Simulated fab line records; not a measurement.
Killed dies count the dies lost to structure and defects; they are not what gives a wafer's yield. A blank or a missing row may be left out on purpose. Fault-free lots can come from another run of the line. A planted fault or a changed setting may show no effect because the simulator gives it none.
Split-lot study | flow n5 finfet | route with 1938 steps; 7 lots, 39 wafers read

== ON THE SPLIT ==
At N5_MOL_CONTACT_COAG_SPUTTER_143 (material Co, target thk 2.5 nm), the setting target thk a was moved away from the recipe's 25 angstrom on 9 of the 39 wafers read, by -15.9% to +26.0%. This setting was run at the recipe's value on the other wafers.

The split's own step is where the reading is taken.

== THE READING ==
Co_of_MOL_CONTACT_COAG_SPUTTER_143.thk nm (the simulator's own value, which no gauge read), in nm, at N5_MOL_CONTACT_COAG_SPUTTER_143 (material Co, target thk 2.5 nm). No usual value for it is given in the file. Here, 30 wafers ran the recipe; their average is 2.5 nm with a standard deviation of 0.094 nm.

wafer  | tool, chamber at the split | target thk a as run, angstrom | against the recipe | Co_of_MOL_CONTACT_COAG_SPUTTER_143.thk nm, nm | against lot-mates on the recipe
L081.1 | pvd sputter-03, -          | 25                            | recipe             | 2.4                                           | -
L081.2 | pvd sputter-03, -          | 25                            | recipe             | 2.4                                           | -
L081.3 | pvd sputter-03, -          | 25                            | recipe             | 2.4                                           | -
L081.4 | pvd sputter-03, -          | 25                            | recipe             | 2.4                                           | -
L081.5 | pvd sputter-03, -          | 25                            | recipe             | 2.4                                           | -
L081.6 | pvd sputter-03, -          | 25                            | recipe             | 2.4                                           | -
L084.1 | pvd sputter-03, -          | 25                            | recipe             | 2.6                                           | -
L084.2 | pvd sputter-03, -          | 28.87                         | +15.5%             | 2.8                                           | +0.3
L084.4 | pvd sputter-03, -          | 28.87                         | +15.5%             | 2.8                                           | +0.3
L084.6 | pvd sputter-03, -          | 28.87                         | +15.5%             | 2.8                                           | +0.3
L084.3 | pvd sputter-03, -          | 25                            | recipe             | 2.4                                           | -
L084.5 | pvd sputter-03, -          | 25                            | recipe             | 2.4                                           | -
L090.2 | pvd sputter-01, -          | 25                            | recipe             | 2.6                                           | -
L090.4 | pvd sputter-01, -          | 25                            | recipe             | 2.6                                           | -
L090.6 | pvd sputter-01, -          | 25                            | recipe             | 2.6                                           | -
L092.1 | pvd sputter-03, -          | 31.51                         | +26.0%             | 3                                             | +0.6
L092.3 | pvd sputter-03, -          | 31.51                         | +26.0%             | 3                                             | +0.6
L092.2 | pvd sputter-03, -          | 31.51                         | +26.0%             | 3.2                                           | +0.8
L092.4 | pvd sputter-03, -          | 25                            | recipe             | 2.4                                           | -
L092.5 | pvd sputter-03, -          | 25                            | recipe             | 2.4                                           | -
L092.6 | pvd sputter-03, -          | 25                            | recipe             | 2.4                                           | -
L093.1 | pvd sputter-01, -          | 25                            | recipe             | 2.4                                           | -
L093.3 | pvd sputter-01, -          | 25                            | recipe             | 2.4                                           | -
L093.6 | pvd sputter-01, -          | 25                            | recipe             | 2.4                                           | -
L093.2 | pvd sputter-01, -          | 21.03                         | -15.9%             | 2                                             | -0.4
L093.4 | pvd sputter-01, -          | 21.03                         | -15.9%             | 2                                             | -0.4
L093.5 | pvd sputter-01, -          | 21.03                         | -15.9%             | 2                                             | -0.4
L095.1 | pvd sputter-03, -          | 25                            | recipe             | 2.6                                           | -
L095.2 | pvd sputter-03, -          | 25                            | recipe             | 2.6                                           | -
L095.3 | pvd sputter-03, -          | 25                            | recipe             | 2.6                                           | -
L095.4 | pvd sputter-03, -          | 25                            | recipe             | 2.6                                           | -
L095.5 | pvd sputter-03, -          | 25                            | recipe             | 2.6                                           | -
L095.6 | pvd sputter-03, -          | 25                            | recipe             | 2.4                                           | -
L096.1 | pvd sputter-03, -          | 25                            | recipe             | 2.4                                           | -
L096.2 | pvd sputter-03, -          | 25                            | recipe             | 2.4                                           | -
L096.3 | pvd sputter-03, -          | 25                            | recipe             | 2.4                                           | -
L096.5 | pvd sputter-03, -          | 25                            | recipe             | 2.4                                           | -
L096.6 | pvd sputter-03, -          | 25                            | recipe             | 2.4                                           | -
L096.4 | pvd sputter-03, -          | 25                            | recipe             | 2.6                                           | -

FIT RESULTS
A straight line over all 39 wafers: Co_of_MOL_CONTACT_COAG_SPUTTER_143.thk nm changes by +0.0244 nm for each +1% of target thk a; r = +0.93; the points scatter about the line by 0.092 nm.
The same after taking each lot's own level away (the mean of its wafers on the recipe; 39 wafers): +0.0247 nm for each +1%; r = +0.97; scatter 0.059 nm.
That fit puts the effect of the largest move of target thk a on the reading at 0.64 nm.
Across the lots, their own levels run from 2.40 to 2.60 nm, a range of 2.1 times the standard deviation given above.
Consequently the slope shifts little with the lot-to-lot level, the two slopes agreeing.
Check: +0.652 nm against its lot-mates is what the line predicts for one of the wafers moved furthest among these (+26.0%) when that wafer is left out of the fit. Against them it came out at +0.6 nm.

== OTHER SPLITS ON THESE WAFERS ==
These wafers also went through other splits before the reading. Each is held against what the fit with the lots' levels taken away leaves over:
other split on the same wafers | wafers away from the commonest value | r with Co_of_MOL_CONTACT_COAG_SPUTTER_143.thk nm (lot level and that fit taken away)
N5_FIN_SAQP_HM_DEP_03 time s   | 12                                   | -0.26
N5_SD_EPI_N_ETCH_35 time s     | 15                                   | -0.17
N5_SDB_ALD_29 ald cycles       | 15                                   | -0.08

== THE FILE'S OWN FIT ==
Co_of_MOL_CONTACT_COAG_SPUTTER_143.thk nm changes by +0.0247 nm for each +1% of target thk a, r = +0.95.
